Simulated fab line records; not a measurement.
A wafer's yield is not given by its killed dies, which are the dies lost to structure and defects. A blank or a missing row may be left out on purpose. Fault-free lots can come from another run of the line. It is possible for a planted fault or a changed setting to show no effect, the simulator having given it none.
fab line records	flow nand_harc
record: lots: 6	wafers: 18	last_day: 23
route steps=1159 shown A_STAIRCASE@585 END@1159
lots untouched by any fault: they come from a run of this same line in which no faults occurred
start_h: hours from the record's first day to the start of the lot's first wafer shown	wait_h: hours from the lot's prior step to this one	" the same as in the row above	L1.1+2: one row covering several wafers at once	- no value present, or no start provided	* or withheld: withheld	< > ~ a bound
route shown NAME@n: names a module that has steps shown in the file, with the first one's number in the route	usual: the fault-free wafers' mean and standard deviation	same: alike in all rows	chamber/n: place in a boat	sites: per-site readings	_std_site: the standard deviation of these	_edge_site: mean of outer sites minus mean of inner sites	radius_mm: for every site, how far away it sits from the centre of the wafer	mask NAME#n: copy n	behind: the last tool/chamber to shape the wafer	hold: reason for holding the lot/hours on hold/outcome of the hold	device: which transistor (n, p or np) failed to switch	end of line: the route-end tests of the same wafers	a step given without rows: its recipe and nothing more	killed: at the first sort, the dies lost to defects and structure; wafer yield is something else	map: a wafer's dies, x killed, . not, _ none there
set.NAME: the setting that was run; set.NAME@STEP: the one run at that earlier step	model.NAME: the simulator's own value behind a step, which no gauge read
lots at some steps of the route; a table a step, a row a wafer
services: from which hour (start_h, from the record's first day; less than 0 if before it) a tool's chamber was out of use, for how many hours, and why
== steps ==
step: NHARC_A_STAIRCASE_TRIM_191
recipe: time_s: 211.2	o2_flow_sccm: 500	ar_flow_sccm: 0	bias_w: 0	chemistry: O2
usual: drypump_motor_current_A: 5.7/0.46	oes_product_au: 1.004/0.017	rf_vpp_V: 57.7/0.91	showerhead_plenum_p_Torr: 3.52/0.17	throttle_valve_pct: 17.038/0.0095
lot.wafer	tool	chamber	start_h	wait_h	drypump_motor_current_A	oes_product_au	rf_hours_counter_h	rf_vpp_V	showerhead_plenum_p_Torr	throttle_valve_pct
L218.3	rie_diel-13	3	-	-	4.9	1.006	49	57.0	3.34	17.026
L218.1	"	0	"	"	5.2	1.048	56	56.0	3.27	17.038
L218.6	"	0	"	"	5.2	1.042	-	57.6	3.27	17.044
L222.2	rie_diel-10	2	-	-	5.6	1.014	36	58.5	3.43	17.025
L222.6	"	2	"	"	5.6	1.009	-	57.5	3.43	17.047
L222.4	"	3	"	"	6.0	1.000	-	58.4	3.62	17.038
L226.1	rie_diel-11	1	-	-	5.2	0.976	38	57.5	3.32	17.049
L226.4	"	2	"	"	6.5	0.988	12	57.1	3.57	17.030
L226.6	"	2	"	"	6.5	0.996	-	58.2	3.57	17.038
L228.4	rie_diel-13	3	-	-	5.0	1.017	6	57.6	3.33	17.036
L228.5	"	3	"	"	5.0	1.022	-	58.2	3.33	17.018
L228.6	"	0	"	"	5.2	1.029	-	57.6	3.81	17.024
L235.4	rie_diel-13	1	-	-	5.6	0.999	22	56.7	3.43	17.045
L235.3	"	2	"	"	5.4	0.983	21	58.4	3.67	17.037
L235.5	"	1	"	"	5.6	0.997	-	58.0	3.43	17.043
L237.4	rie_diel-13	1	-	-	5.6	0.996	27	56.4	3.42	17.031
L237.2	"	2	"	"	5.4	1.000	26	58.0	3.67	17.040
L237.1	"	0	"	"	5.2	1.025	26	59.4	3.79	17.018
step: NHARC_A_STAIRCASE_ETCH_192
recipe: target_depth_a: 1000	time_s: 40.5	ion_energy_ev: 400	c4f8_flow_sccm: 20	o2_flow_sccm: 10	ar_flow_sccm: withheld	rf_w: 600	bias_w: 1000	chemistry: C4F8/O2
usual: oes_product_au: 0.943/0.016	rf_vpp_V: 896/6.4	run_length_s: 61.9/0.44
lot.wafer	tool	chamber	start_h	wait_h	oes_product_au	rf_hours_counter_h	rf_vpp_V	run_length_s
L218.1	rie_diel-13	2	-	-	0.940	55	901	62.0
L218.3	"	0	"	"	0.956	56	886	62.6
L218.6	"	1	"	"	0.912	-	893	61.7
L222.2	rie_diel-10	1	-	-	0.936	39	886	62.2
L222.4	"	1	"	"	0.940	-	886	61.9
L222.6	"	2	"	"	0.952	-	893	61.7
L226.1	rie_diel-11	0	-	-	0.924	38	898	62.2
L226.4	"	1	"	"	0.903	39	888	62.5
L226.6	"	3	"	"	0.932	-	895	61.6
L228.4	rie_diel-13	3	-	-	0.953	6	889	62.3
L228.6	"	0	"	"	0.971	-	906	62.0
L228.5	"	1	"	"	0.935	-	892	61.6
L235.3	rie_diel-13	3	-	-	0.958	22	888	62.1
L235.4	"	2	"	"	0.933	22	900	62.6
L235.5	"	0	"	"	0.964	-	905	62.8
L237.1	rie_diel-13	1	-	-	0.933	27	893	62.0
L237.4	"	3	"	"	0.952	25	887	62.9
L237.2	"	0	"	"	0.957	26	906	62.1
step: NHARC_A_STAIRCASE_TRIM_193
recipe: time_s: 211.2	o2_flow_sccm: 500	ar_flow_sccm: 0	bias_w: 0	chemistry: O2
step: NHARC_A_STAIRCASE_ETCH_194
recipe: target_depth_a: 1000	time_s: 40.5	ion_energy_ev: 400	c4f8_flow_sccm: 20	o2_flow_sccm: 10	ar_flow_sccm: withheld	rf_w: 600	bias_w: 1000	chemistry: C4F8/O2
usual: oes_product_au: 0.943/0.014	rf_vpp_V: 896/6.3	run_length_s: 61.9/0.44
lot.wafer	tool	chamber	start_h	wait_h	oes_product_au	rf_hours_counter_h	rf_vpp_V	run_length_s
L218.3	rie_diel-13	3	-	-	0.937	49	890	62.1
L218.1	"	0	"	"	0.978	56	886	63.0
L218.6	"	0	"	"	0.967	-	886	62.1
L222.2	rie_diel-10	2	-	-	0.953	36	892	62.1
L222.6	"	3	"	"	0.949	-	900	61.7
L222.4	"	1	"	"	0.956	-	885	61.7
L226.1	rie_diel-11	3	-	-	0.949	37	895	61.7
L226.4	"	0	"	"	0.941	38	899	62.2
L226.6	"	3	"	"	0.938	-	896	62.4
L228.4	rie_diel-13	2	-	-	0.946	6	902	62.3
L228.6	"	1	"	"	0.933	-	892	61.8
L228.5	"	2	"	"	0.935	-	901	62.2
L235.3	rie_diel-13	2	-	-	0.926	22	900	62.6
L235.4	"	3	"	"	0.953	22	888	62.0
L235.5	"	2	"	"	0.925	-	901	62.6
L237.4	rie_diel-13	0	-	-	0.953	27	904	62.4
L237.2	"	1	"	"	0.930	27	893	62.0
L237.1	"	2	"	"	0.942	26	901	62.1
step: NHARC_A_STAIRCASE_TRIM_196
recipe: time_s: 211.2	o2_flow_sccm: 500	ar_flow_sccm: 0	bias_w: 0	chemistry: O2
step: NHARC_A_STAIRCASE_ETCH_197
recipe: target_depth_a: 1000	time_s: 40.5	ion_energy_ev: 400	c4f8_flow_sccm: 20	o2_flow_sccm: 10	ar_flow_sccm: withheld	rf_w: 600	bias_w: 1000	chemistry: C4F8/O2
step: NHARC_A_STAIRCASE_TRIM_198
recipe: time_s: 211.2	o2_flow_sccm: 500	ar_flow_sccm: 0	bias_w: 0	chemistry: O2
usual: drypump_motor_current_A: 5.8/0.45	oes_product_au: 1.002/0.014	rf_vpp_V: 57.8/0.89	showerhead_plenum_p_Torr: 3.52/0.16	throttle_valve_pct: 17.037/0.0096
lot.wafer	tool	chamber	start_h	wait_h	drypump_motor_current_A	oes_product_au	rf_hours_counter_h	rf_vpp_V	showerhead_plenum_p_Torr	throttle_valve_pct
L218.1	rie_diel-11	0	-	-	6.1	0.985	20	57.9	3.57	17.037
L218.3	"	1	"	"	5.2	0.966	20	57.7	3.33	17.058
L218.6	"	3	"	"	5.9	0.996	-	56.8	3.50	17.045
L222.2	rie_diel-10	1	-	-	6.3	0.999	39	56.9	3.27	17.027
L222.6	"	2	"	"	5.6	1.003	-	57.6	3.43	17.029
L222.4	"	3	"	"	6.0	0.995	-	58.2	3.62	17.046
L226.1	rie_diel-10	2	-	-	5.6	1.005	45	58.3	3.42	17.032
L226.4	"	1	"	"	6.3	1.005	49	56.8	3.27	17.056
L226.6	"	2	"	"	5.6	0.994	-	58.9	3.42	17.022
L228.4	rie_diel-10	3	-	-	6.0	1.005	53	57.9	3.61	17.039
L228.6	"	3	"	"	6.0	0.989	-	57.2	3.61	17.031
L228.5	"	0	"	"	6.2	1.012	-	58.9	3.72	17.059
L235.3	rie_diel-13	0	-	-	5.3	1.026	23	58.7	3.80	17.027
L235.4	"	3	"	"	5.0	1.015	22	58.5	3.32	17.033
L235.5	"	1	"	"	5.6	0.992	-	57.9	3.42	17.024
L237.2	rie_diel-11	0	-	-	6.1	0.998	61	59.0	3.55	17.015
L237.4	"	1	"	"	5.2	0.979	64	56.7	3.31	17.038
L237.1	"	2	"	"	6.5	0.977	38	58.7	3.56	17.042
step: NHARC_A_STAIRCASE_ETCH_199
recipe: target_depth_a: 1000	time_s: 40.5	ion_energy_ev: 400	c4f8_flow_sccm: 20	o2_flow_sccm: 10	ar_flow_sccm: withheld	rf_w: 600	bias_w: 1000	chemistry: C4F8/O2
usual: oes_product_au: 0.944/0.015	rf_vpp_V: 895/6.1	run_length_s: 61.9/0.46
lot.wafer	tool	chamber	start_h	wait_h	oes_product_au	rf_hours_counter_h	rf_vpp_V	run_length_s
L218.1	rie_diel-11	3	-	-	0.948	20	893	61.7
L218.3	"	0	"	"	0.940	20	898	62.1
L218.6	"	3	"	"	0.959	-	896	62.2
L222.4	rie_diel-10	3	-	-	0.943	39	898	61.6
L222.2	"	2	"	"	0.953	36	893	61.4
L222.6	"	3	"	"	0.943	-	897	61.5
L226.4	rie_diel-10	1	-	-	0.941	49	886	61.8
L226.1	"	3	"	"	0.935	47	899	61.7
L226.6	"	2	"	"	0.949	-	893	61.4
L228.4	rie_diel-10	0	-	-	0.938	21	903	61.3
L228.6	"	0	"	"	0.933	-	903	61.3
L228.5	"	1	"	"	0.935	-	885	62.0
L235.3	rie_diel-13	1	-	-	0.922	23	892	61.6
L235.4	"	2	"	"	0.940	22	902	62.0
L235.5	"	3	"	"	0.951	-	888	62.0
L237.2	rie_diel-11	0	-	-	0.940	61	896	61.9
L237.4	"	1	"	"	0.943	64	888	62.8
L237.1	"	2	"	"	0.970	38	898	61.7
step: NHARC_A_STAIRCASE_TRIM_200
recipe: time_s: 211.2	o2_flow_sccm: 500	ar_flow_sccm: 0	bias_w: 0	chemistry: O2
step: NHARC_A_STAIRCASE_ETCH_201
recipe: target_depth_a: 1000	time_s: 40.5	ion_energy_ev: 400	c4f8_flow_sccm: 20	o2_flow_sccm: 10	ar_flow_sccm: withheld	rf_w: 600	bias_w: 1000	chemistry: C4F8/O2
step: NHARC_A_STAIRCASE_TRIM_202
recipe: time_s: 211.2	o2_flow_sccm: 500	ar_flow_sccm: 0	bias_w: 0	chemistry: O2
step: NHARC_A_STAIRCASE_ETCH_203
recipe: target_depth_a: 1000	time_s: 40.5	ion_energy_ev: 400	c4f8_flow_sccm: 20	o2_flow_sccm: 10	ar_flow_sccm: withheld	rf_w: 600	bias_w: 1000	chemistry: C4F8/O2
usual: oes_product_au: 0.940/0.015	rf_vpp_V: 895/5.8	run_length_s: 61.9/0.47
lot.wafer	tool	chamber	start_h	wait_h	oes_product_au	rf_hours_counter_h	rf_vpp_V	run_length_s
L218.3	rie_diel-11	1	240.84	-	0.909	20	890	63.1
L218.1	"	3	"	"	0.946	20	894	61.5
L218.6	"	3	"	"	0.943	-	896	61.8
L222.2	rie_diel-10	3	264.65	-	0.939	39	899	61.6
L222.4	"	1	"	"	0.946	39	887	61.9
L222.6	"	3	"	"	0.933	-	899	62.2
L226.1	rie_diel-10	0	287.68	-	0.940	15	904	73.5
L226.4	"	3	"	"	0.928	48	899	73.8
L226.6	"	0	"	"	0.946	-	902	73.8
L228.4	rie_diel-10	0	300.73	-	0.944	21	902	73.6
L228.6	"	2	"	"	0.940	-	893	73.9
L228.5	"	3	"	"	0.933	-	900	74.4
L235.3	rie_diel-13	0	348.06	-	0.961	25	905	62.8
L235.4	"	3	"	"	0.954	24	887	62.8
L235.5	"	1	"	"	0.935	-	892	61.7
L237.2	rie_diel-11	1	353.02	-	0.934	64	888	62.4
L237.4	"	2	"	"	0.931	39	898	61.1
L237.1	"	0	"	"	0.943	62	896	62.4
step: NHARC_END_SORT_01
recipe: temp_c: 25
usual: killed_at_array: 27/10	killed_at_other: 0.6/0.83	killed_at_periphery: 2.4/1.8	killed_dies: 30/10	killed_open: 3.3/1.7	killed_short: 1.8/1.4
same: gross_dies: 677
lot.wafer	tool	chamber	start_h	wait_h	hold	killed_at_array	killed_at_other	killed_at_periphery	killed_dies	killed_open	killed_short
L226.1	prober-02	0	485.69	2.5	await_dispo/2.4h/scrap	674	0	3	677	7	2
L226.4	prober-02	0	488.09	3.4	await_dispo/2.4h/scrap	670	2	0	672	2	1
L226.6	prober-02	0	489.69	4.0	await_dispo/2.4h/scrap	676	0	1	677	5	4
L228.4	prober-02	0	503.71	3.4	await_dispo/4.1h/scrap	676	0	1	677	0	1
L228.5	prober-02	0	504.52	3.7	await_dispo/4.1h/scrap	672	1	4	677	8	1
L228.6	prober-02	0	505.32	4.0	await_dispo/4.1h/scrap	674	0	1	675	3	0
L235.3	prober-01	0	545.54	3.1	-	17	1	4	22	3	2
L235.4	prober-01	0	546.34	3.4	-	27	1	2	30	3	4
L235.5	prober-01	0	547.14	3.7	-	20	1	2	23	5	2
L237.1	prober-01	0	551.70	2.5	-	41	0	4	45	4	1
L237.2	prober-01	0	552.49	2.8	-	52	0	3	55	6	0
L237.4	prober-01	0	554.09	3.4	-	43	1	3	47	3	1
killed by level:class
L226.1 A_STAIRCASE:area_etch=656 A_CHANNEL_HOLE_D1:chamber_film_flake=4 A_CONTACT:chamber_film_flake=4 A_CONTACT:geometric_particle:open=2 A_CHANNEL_FILL_D1:chamber_film_flake=2 A_STAIRCASE:chamber_film_flake=2 P_GATE:geometric_particle:open=1 P_CONTACT:geometric_particle:open=1
L226.4 A_STAIRCASE:area_etch=659 A_CHANNEL_HOLE_D1:chamber_film_flake=7 THIN_TSV:chamber_film_flake=2 A_ONON_D1:geometric_particle:short=1 A_CONTACT:geometric_particle:open=1 A_M0:geometric_particle:open=1 A_CHANNEL_FILL_D1:chamber_film_flake=1
L226.6 A_STAIRCASE:area_etch=663 A_M0:geometric_particle:open=2 A_CHANNEL_HOLE_D1:chamber_film_flake=2 A_CHANNEL_FILL_D1:chamber_film_flake=2 P_GATE:geometric_particle:short=1 A_SOURCE_PLATE:geometric_particle:open=1 A_SGD_CUT:geometric_particle:open=1 A_WL_FILL:geometric_particle:short=1
L228.4 A_STAIRCASE:area_etch=647 A_CHANNEL_HOLE_D1:chamber_film_flake=15 A_CONTACT:chamber_film_flake=6 A_STAIRCASE:chamber_film_flake=4 A_WL_FILL:chamber_film_flake=4 P_GATE:geometric_particle:short=1
L228.5 A_STAIRCASE:area_etch=645 A_CHANNEL_HOLE_D1:chamber_film_flake=18 P_M0:geometric_particle:open=2 A_CONTACT:geometric_particle:open=2 A_CONTACT:chamber_film_flake=2 P_CONTACT:geometric_particle:open=1 P_M1:geometric_particle:open=1 A_CHANNEL_FILL_D1:geometric_particle:open=1
L228.6 A_STAIRCASE:area_etch=650 A_CHANNEL_HOLE_D1:chamber_film_flake=13 A_CONTACT:chamber_film_flake=5 A_WL_FILL:chamber_film_flake=2 P_M0:geometric_particle:open=1 A_ONON_D1:geometric_particle:open=1 A_WL_FILL:geometric_particle:open=1 A_ZERO_WELL:chamber_film_flake=1
L235.3 A_STAIRCASE:chamber_film_flake=4 A_BLC:chamber_film_flake=4 A_CHANNEL_HOLE_D1:chamber_film_flake=3 A_CHANNEL_FILL_D1:geometric_particle:short=2 P_STI:chamber_film_flake=2 A_CONTACT:chamber_film_flake=2 P_M0:geometric_particle:open=1 P_M1:geometric_particle:open=1
L235.4 A_CHANNEL_HOLE_D1:chamber_film_flake=8 A_BLC:chamber_film_flake=8 A_STAIRCASE:chamber_film_flake=4 P_GATE:geometric_particle:short=1 P_GATE:geometric_particle:open=1 A_ONON_D1:geometric_particle:open=1 A_CHANNEL_HOLE_D1:geometric_particle:short=1 A_CHANNEL_FILL_D1:geometric_particle:short=1
L235.5 A_CHANNEL_HOLE_D1:chamber_film_flake=5 A_STAIRCASE:chamber_film_flake=4 A_BLC:chamber_film_flake=3 A_CONTACT:geometric_particle:open=2 A_CONTACT:chamber_film_flake=2 P_M0:geometric_particle:open=1 P_M0:geometric_particle:short=1 A_ONON_D1:geometric_particle:open=1
L237.1 A_CHANNEL_HOLE_D1:chamber_film_flake=20 A_SLIT:chamber_film_flake=15 P_M0:geometric_particle:open=2 A_CONTACT:geometric_particle:open=2 P_GATE:chamber_film_flake=2 A_STAIRCASE:chamber_film_flake=2 A_WL_FILL:geometric_particle:short=1 A_WL_FILL:chamber_film_flake=1
L237.2 A_CHANNEL_HOLE_D1:chamber_film_flake=27 A_SLIT:chamber_film_flake=14 A_STAIRCASE:chamber_film_flake=5 A_CONTACT:geometric_particle:open=3 P_CONTACT:geometric_particle:open=1 P_M0:geometric_particle:open=1 A_M0:geometric_particle:open=1 P_GATE:chamber_film_flake=1
L237.4 A_SLIT:chamber_film_flake=19 A_CHANNEL_HOLE_D1:chamber_film_flake=16 A_STAIRCASE:chamber_film_flake=5 P_GATE:chamber_film_flake=2 P_M0:geometric_particle:open=1 A_SOURCE_PLATE:geometric_particle:short=1 A_CHANNEL_FILL_D1:geometric_particle:open=1 STARTING-WAFER:geometric_particle:open=1
map L226.1 (x killed, . not)
____________x____________
_________xxxxxxx_________
_______xxxxxxxxxxx_______
______xxxxxxxxxxxxx______
_____xxxxxxxxxxxxxxx_____
____xxxxxxxxxxxxxxxxx____
____xxxxxxxxxxxxxxxxx____
___xxxxxxxxxxxxxxxxxxx___
___xxxxxxxxxxxxxxxxxxx___
__xxxxxxxxxxxxxxxxxxxxx__
__xxxxxxxxxxxxxxxxxxxxx__
_xxxxxxxxxxxxxxxxxxxxxxx_
_xxxxxxxxxxxxxxxxxxxxxxx_
_xxxxxxxxxxxxxxxxxxxxxxx_
_xxxxxxxxxxxxxxxxxxxxxxx_
_xxxxxxxxxxxxxxxxxxxxxxx_
xxxxxxxxxxxxxxxxxxxxxxxxx
xxxxxxxxxxxxxxxxxxxxxxxxx
xxxxxxxxxxxxxxxxxxxxxxxxx
xxxxxxxxxxxxxxxxxxxxxxxxx
xxxxxxxxxxxxxxxxxxxxxxxxx
_xxxxxxxxxxxxxxxxxxxxxxx_
_xxxxxxxxxxxxxxxxxxxxxxx_
_xxxxxxxxxxxxxxxxxxxxxxx_
_xxxxxxxxxxxxxxxxxxxxxxx_
_xxxxxxxxxxxxxxxxxxxxxxx_
__xxxxxxxxxxxxxxxxxxxxx__
__xxxxxxxxxxxxxxxxxxxxx__
___xxxxxxxxxxxxxxxxxxx___
___xxxxxxxxxxxxxxxxxxx___
____xxxxxxxxxxxxxxxxx____
____xxxxxxxxxxxxxxxxx____
_____xxxxxxxxxxxxxxx_____
______xxxxxxxxxxxxx______
_______xxxxxxxxxxx_______
_________xxxxxxx_________
____________x____________
map L228.4 (x killed, . not)
____________x____________
_________xxxxxxx_________
_______xxxxxxxxxxx_______
______xxxxxxxxxxxxx______
_____xxxxxxxxxxxxxxx_____
____xxxxxxxxxxxxxxxxx____
____xxxxxxxxxxxxxxxxx____
___xxxxxxxxxxxxxxxxxxx___
___xxxxxxxxxxxxxxxxxxx___
__xxxxxxxxxxxxxxxxxxxxx__
__xxxxxxxxxxxxxxxxxxxxx__
_xxxxxxxxxxxxxxxxxxxxxxx_
_xxxxxxxxxxxxxxxxxxxxxxx_
_xxxxxxxxxxxxxxxxxxxxxxx_
_xxxxxxxxxxxxxxxxxxxxxxx_
_xxxxxxxxxxxxxxxxxxxxxxx_
xxxxxxxxxxxxxxxxxxxxxxxxx
xxxxxxxxxxxxxxxxxxxxxxxxx
xxxxxxxxxxxxxxxxxxxxxxxxx
xxxxxxxxxxxxxxxxxxxxxxxxx
xxxxxxxxxxxxxxxxxxxxxxxxx
_xxxxxxxxxxxxxxxxxxxxxxx_
_xxxxxxxxxxxxxxxxxxxxxxx_
_xxxxxxxxxxxxxxxxxxxxxxx_
_xxxxxxxxxxxxxxxxxxxxxxx_
_xxxxxxxxxxxxxxxxxxxxxxx_
__xxxxxxxxxxxxxxxxxxxxx__
__xxxxxxxxxxxxxxxxxxxxx__
___xxxxxxxxxxxxxxxxxxx___
___xxxxxxxxxxxxxxxxxxx___
____xxxxxxxxxxxxxxxxx____
____xxxxxxxxxxxxxxxxx____
_____xxxxxxxxxxxxxxx_____
______xxxxxxxxxxxxx______
_______xxxxxxxxxxx_______
_________xxxxxxx_________
____________x____________
== services ==
tool	chamber	start_h	hours	kind
rie_diel-13	0	230.62	-	clean
rie_diel-13	1	230.62	-	clean
rie_diel-13	2	230.62	-	clean
rie_diel-13	3	230.62	-	clean
rie_diel-11	-	237.80	0.4	repair
rie_diel-13	0	255.18	-	clean
rie_diel-13	1	255.18	-	clean
rie_diel-13	2	255.18	-	clean
rie_diel-13	3	255.18	-	clean
rie_diel-13	-	276.00	9.0	pm
rie_diel-13	0	276.00	9.0	vent_cycle
rie_diel-13	1	276.00	9.0	vent_cycle
rie_diel-13	2	276.00	9.0	vent_cycle
rie_diel-13	3	276.00	9.0	vent_cycle
rie_diel-13	0	285.00	-	clean
rie_diel-13	0	285.00	-	consumable_replace:showerhead
rie_diel-13	1	285.00	-	clean
rie_diel-13	2	285.00	-	clean
rie_diel-13	3	285.00	-	clean
rie_diel-13	3	285.00	-	consumable_replace:focus_ring
rie_diel-13	0	309.50	-	clean
rie_diel-13	1	309.50	-	clean
rie_diel-13	2	309.50	-	clean
rie_diel-10	2	344.04	9.2	repair
== key ==
first_sign: step: NHARC_A_STAIRCASE_ETCH_203	reading: run_length_s	direction: up	sigmas: 26	usual: *	struck: *
effect: step: NHARC_END_SORT_01	reading: killed_at_array	direction: up	sigmas: 63	usual: 27	struck: 674
more_kills_born_at: NHARC_A_STAIRCASE_ETCH_203@rie_diel-10: 3920
met_at NHARC_A_STAIRCASE_ETCH_203
struck_wafers L226.1,L226.4,L226.6,L228.4,L228.5,L228.6
later_rows_left_out L226.1,L226.4,L226.6,L228.4,L228.5,L228.6
tester_left_out L226,L228
onset_between 264.65 287.68
fault: kind: process_parameter_drift	tool: rie_diel-10	chamber: -	onset_h: 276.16	steps: NHARC_A_STAIRCASE_ETCH_203	channel: time_s	offset: *	shape: step	end_h: 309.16	acts_in: *	stated: *
tester_left_out: of these lots the tester's yield and bins aren't shown, on N5 and GAA mostly nor the transistor test; their killed dies are dies lost to structure and defects alone, not to doping, threshold or leakage, so they don't give the yield
later_rows_left_out: the simulator's readings of these wafers behind a module that went badly wrong aren't trusted and aren't shown, but for the sort
